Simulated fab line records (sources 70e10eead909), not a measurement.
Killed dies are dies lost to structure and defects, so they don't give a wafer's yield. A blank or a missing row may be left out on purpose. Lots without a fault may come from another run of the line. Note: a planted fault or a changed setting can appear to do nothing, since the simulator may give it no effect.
Matching of chambers | flow nand_harc | 4 sister chambers for NHARC_A_STAIRCASE_DESCUM_219 on rie_diel-04
The step chemistry O2, time 3 s. 8 wafers are shown with their chamber, then 12 later ones without.

== WAFERS, EACH WITH ITS CHAMBER ==
wafer  | chamber | drypump_motor_current_A (A) | showerhead_plenum_p_Torr (Torr)
L084.5 | 1       | 5.78                        | 2.06
L088.4 | 3       | 5.23                        | 1.83
L088.5 | 0       | 6.01                        | 1.85
L089.3 | 3       | 5.24                        | 1.83
L089.6 | 2       | 5.53                        | 1.87
L091.2 | 1       | 5.78                        | 2.05
L091.3 | 0       | 5.99                        | 1.85
L091.4 | 2       | 5.54                        | 1.87

== WAFERS WITH NO CHAMBER GIVEN ==
wafer  | drypump_motor_current_A (A) | showerhead_plenum_p_Torr (Torr)
L092.3 | 5.76                        | 2.05
L092.5 | 5.79                        | 2.05
L092.6 | 5.53                        | 1.87
L092.1 | 5.53                        | 1.87
L092.2 | 5.23                        | 1.82
L092.4 | 6.01                        | 1.85
L096.3 | 5.53                        | 1.87
L096.4 | 5.76                        | 2.05
L096.6 | 6.01                        | 1.85
L097.2 | 5.25                        | 1.82
L097.3 | 5.78                        | 2.04
L097.5 | 5.53                        | 1.87

== CHAMBER TAKEN BY EACH ==
wafer  | from the rows above | in truth
L092.3 | 1                   | 1
L092.5 | 1                   | 1
L092.6 | 2                   | 2
L092.1 | 2                   | 2
L092.2 | 3                   | 3
L092.4 | 0                   | 0
L096.3 | 2                   | 2
L096.4 | 1                   | 1
L096.6 | 0                   | 0
L097.2 | 3                   | 3
L097.3 | 1                   | 1
L097.5 | 2                   | 2
Placed correctly: 12 of 12. Number that these rows cannot place: 0. Placed wrongly: 0.
How it was worked out, from the rows above alone: a wafer's distance from a chamber is the root of the sum, over the readings, of the square of ((its reading less the chamber's mean) divided by the reading's scatter). The wafer belongs to the nearest chamber; if the next one is less than 2 further off, it can't be placed. A chamber's mean is the mean of its shown wafers. The scatter is the square root of a quotient: the sum, over the shown wafers, of each reading's squared deviation from its chamber's mean, divided by wafers minus chambers.
